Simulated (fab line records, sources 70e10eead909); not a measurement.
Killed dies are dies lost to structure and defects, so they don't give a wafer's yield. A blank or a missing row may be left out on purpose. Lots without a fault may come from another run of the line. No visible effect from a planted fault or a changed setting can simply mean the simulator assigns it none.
What tool caused it?    flow nand harc    Sampling: 11 lots, 33 wafers, 2 of 1159 route steps

WHAT EACH GAUGE READ, for each wafer
NHARC_A_CONTACT_OVL_MEAS_09.
lot   measured      on          overlay x nm (nm)  overlay y nm (nm)
L599  day 16 15:40  overlay-01  1.1 1.0 1.0        1.1 1.2 0.8
L601  day 17 17:58  overlay-02  0.4 0.5 1.7        -0.2 0.1 0.5
L604  day 18 12:33  overlay-02  0.6 0.7 0.9        -1.7 -1.1 -1.4
L603  day 18 17:38  overlay-02  -0.9 -1.0 -0.6     0.1 0.4 0.5
L606  day 18 22:02  overlay-02  -0.8 -0.4 -0.9     0.0 0.2 0.5
L607  day 19 19:20  overlay-01  -0.7 0.0 -0.4      -0.7 -0.8 -0.6
L614  day 20 06:34  overlay-02  9.9 9.8 9.6        0.5 0.6 0.0
L613  day 20 21:56  overlay-01  8.4 8.7 9.2        -1.2 -1.2 -1.4
L621  day 22 04:38  overlay-01  -0.7 0.1 -0.2      -1.3 -0.6 -1.3
L620  day 22 14:54  overlay-02  0.1 0.1 -0.7       -0.8 -0.9 -0.8
L622  day 22 19:29  overlay-01  -0.1 0.6 0.6       0.0 0.9 0.7

WHAT TOOL EACH LOT RAN ON (gives the tool, then ch and the chambers of the sampled wafers, and finally the start)
lot   NHARC_A_CONTACT_EXPOSE_05
L599  arfi scanner-02 ch 0, day 16 15:27
L601  arfi scanner-03 ch 0, day 17 17:44
L604  arfi scanner-02 ch 0, day 18 12:19
L603  arfi scanner-01 ch 0, day 18 17:25
L606  arfi scanner-01 ch 0, day 18 21:49
L607  arfi scanner-02 ch 0, day 19 19:07
L614  arfi scanner-01 ch 0, day 20 06:21
L613  arfi scanner-01 ch 0, day 20 21:43
L621  arfi scanner-03 ch 0, day 22 04:24
L620  arfi scanner-03 ch 0, day 22 14:41
L622  arfi scanner-02 ch 0, day 22 19:16
- NHARC_A_CONTACT_EXPOSE_05: exposes mask A CC.

WHAT THE TOOLS THEMSELVES READ (means of the sampled wafers that have a number; where no wafer has one, the mark that the record gives instead)
NHARC_A_CONTACT_EXPOSE_05.
lot   tool             exposure dose mJ cm2
L599  arfi scanner-02  84.26
L601  arfi scanner-03  84.17
L604  arfi scanner-02  84.16
L603  arfi scanner-01  84.28
L606  arfi scanner-01  84.19
L607  arfi scanner-02  84.21
L614  arfi scanner-01  84.20
L613  arfi scanner-01  84.17
L621  arfi scanner-03  84.20
L620  arfi scanner-03  84.34
L622  arfi scanner-02  84.19

THE ANSWER, worked out from the rows above alone
Rule: the lots themselves supply what counts as usual. The widest of any qualifying gaps counts: lots, ordered by their means at a reading, are off when they make up no more than a third of the lots, leave a main group of 4 or more, and stand apart from it by 3 or more times the standard deviation of that group's means. The tables above print the reading to a certain number of digits; a main group whose means all agree to those digits is not used. Also off: a lot with no number at a reading for which 4 or more lots have one. The other lots that the step has rows for count as sound. First the gauges in route order, then the tools' own readings, where a lot's mean is used as printed above. At the first step where some lot is off, the reading lying furthest off is the one used; lots without a number count as furthest.
Off, at NHARC_A_CONTACT_OVL_MEAS_09 on overlay x nm: L614, L613. Mean 0.1 nm and standard deviation 0.65 in the main group.
A tool fits if, at a process step before that reading, it ran every lot that is off, and no sound lot after the first of them. Gauges at NHARC_A_CONTACT_OVL_MEAS_09: tried the same way as those tools. One fits: NHARC_A_CONTACT_EXPOSE_05 on arfi scanner-01. Its last sound lot is L606 (day 18 21:49), its first lot that is off L614 (day 20 06:21): a fault that began between those two fits.

WHAT THE SIMULATOR HAD INSERTED
Scanner matching overlay: arfi scanner-01, from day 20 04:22 on, at NHARC_A_CONTACT_EXPOSE_05. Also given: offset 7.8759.
Lots struck among those shown: L614, L613. The rule above reached the same finding.
